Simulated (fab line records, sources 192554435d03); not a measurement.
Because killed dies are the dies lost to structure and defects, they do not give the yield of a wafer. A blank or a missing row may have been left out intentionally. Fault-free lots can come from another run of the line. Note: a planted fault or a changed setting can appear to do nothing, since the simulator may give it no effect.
Lot-split experiment | flow n5 finfet | route with 1938 steps; 7 lots, 39 wafers read

## SPLIT DETAILS
At N5_FIN_SAQP_ALD_61 (deposits SiO2, target thk 4 nm, pulse time 1 s, purge time 2 s), the setting ald cycles was moved away from the recipe's 43 on 15 of the 39 wafers read, by -53.5% to +53.5%. All remaining wafers had this setting at the recipe value.

The reading comes from the split's own step.

## THE READING
SiO2_of_FIN_SAQP_ALD_61.thk nm (the simulator's own value, which no gauge read), in nm, at N5_FIN_SAQP_ALD_61 (deposits SiO2, target thk 4 nm, pulse time 1 s, purge time 2 s). The file gives no usual value for it. The 24 wafers here that ran the recipe average 4.005 nm, standard deviation 0.013 nm.

wafer  | tool, chamber at the split | ald cycles as run | against the recipe | SiO2_of_FIN_SAQP_ALD_61.thk nm, nm | against lot-mates on the recipe
L081.1 | ald sin-03, 2              | 43                | recipe             | 4.027                              | -
L081.2 | ald sin-03, 0              | 53                | +23.3%             | 4.934                              | +0.924
L081.3 | ald sin-03, 1              | 43                | recipe             | 3.993                              | -
L081.4 | ald sin-03, 3              | 53                | +23.3%             | 4.94                               | +0.930
L081.5 | ald sin-03, 0              | 43                | recipe             | 4.01                               | -
L081.6 | ald sin-03, 1              | 53                | +23.3%             | 4.936                              | +0.926
L083.1 | ald sin-01, 1              | 43                | recipe             | 4.005                              | -
L083.2 | ald sin-01, 2              | 43                | recipe             | 4.002                              | -
L083.3 | ald sin-01, 0              | 66                | +53.5%             | 6.141                              | +2.140
L083.4 | ald sin-01, 3              | 66                | +53.5%             | 6.117                              | +2.116
L083.5 | ald sin-01, 1              | 66                | +53.5%             | 6.158                              | +2.157
L083.6 | ald sin-01, 0              | 43                | recipe             | 3.995                              | -
L084.1 | ald sin-03, 0              | 43                | recipe             | 4.009                              | -
L084.5 | ald sin-03, 0              | 43                | recipe             | 3.999                              | -
L084.6 | ald sin-03, 1              | 43                | recipe             | 4.001                              | -
L085.1 | ald sin-03, 1              | 20                | -53.5%             | 1.849                              | -2.155
L085.2 | ald sin-03, 3              | 43                | recipe             | 4.002                              | -
L085.3 | ald sin-03, 2              | 20                | -53.5%             | 1.869                              | -2.135
L085.4 | ald sin-03, 0              | 20                | -53.5%             | 1.839                              | -2.165
L085.5 | ald sin-03, 0              | 43                | recipe             | 3.994                              | -
L085.6 | ald sin-03, 3              | 43                | recipe             | 4.017                              | -
L094.1 | ald sin-04, 0              | 56                | +30.2%             | 5.227                              | +1.219
L094.2 | ald sin-04, 3              | 43                | recipe             | 4.013                              | -
L094.3 | ald sin-04, 1              | 56                | +30.2%             | 5.226                              | +1.218
L094.4 | ald sin-04, 2              | 56                | +30.2%             | 5.193                              | +1.185
L094.5 | ald sin-04, 3              | 43                | recipe             | 4.008                              | -
L094.6 | ald sin-04, 0              | 43                | recipe             | 4.003                              | -
L095.1 | ald sin-04, 3              | 43                | recipe             | 4.006                              | -
L095.2 | ald sin-04, 1              | 43                | recipe             | 3.99                               | -
L095.3 | ald sin-04, 0,0,3          | 43                | recipe             | 4                                  | -
L095.5 | ald sin-04, 0,0,3          | 43                | recipe             | 4                                  | -
L095.6 | ald sin-04, 0,0,3          | 43                | recipe             | 4                                  | -
L095.4 | ald sin-04, 2              | 43                | recipe             | 3.978                              | -
L096.1 | ald sin-04, 0              | 58                | +34.9%             | 5.424                              | +1.398
L096.2 | ald sin-04, 1              | 43                | recipe             | 4.034                              | -
L096.3 | ald sin-04, 2              | 43                | recipe             | 4.002                              | -
L096.4 | ald sin-04, 3              | 43                | recipe             | 4.041                              | -
L096.5 | ald sin-04, 0              | 58                | +34.9%             | 5.433                              | +1.407
L096.6 | ald sin-04, 1              | 58                | +34.9%             | 5.41                               | +1.384
If several chambers appear in one row, that row covers several wafers at once and the file leaves open which wafer was in which chamber.

THE FIT
A straight line over all 39 wafers: SiO2_of_FIN_SAQP_ALD_61.thk nm changes by +0.0401 nm for each +1% of ald cycles; r = +1.00; the points scatter about the line by 0.015 nm.
The same after taking each lot's own level away (the mean of its wafers on the recipe; 39 wafers): +0.0401 nm for each +1%; r = +1.00; scatter 0.012 nm.
Per that fit: largest ald cycles move, reading shift of 2.1 nm.
Across the lots, their own levels run from 3.9957 to 4.0257 nm, a range of 2.2 times the standard deviation given above.
Hence the lot-to-lot level has little effect on the slope; both slopes agree.
Check: +2.14 nm against its lot-mates is what the line predicts for one of the wafers moved furthest among these (+53.5%) when that wafer is left out of the fit. It came out at +2.14 nm against them.

## THE FILE'S OWN FIT
SiO2_of_FIN_SAQP_ALD_61.thk nm changes by +0.0401 nm for each +1% of ald cycles, r = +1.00.
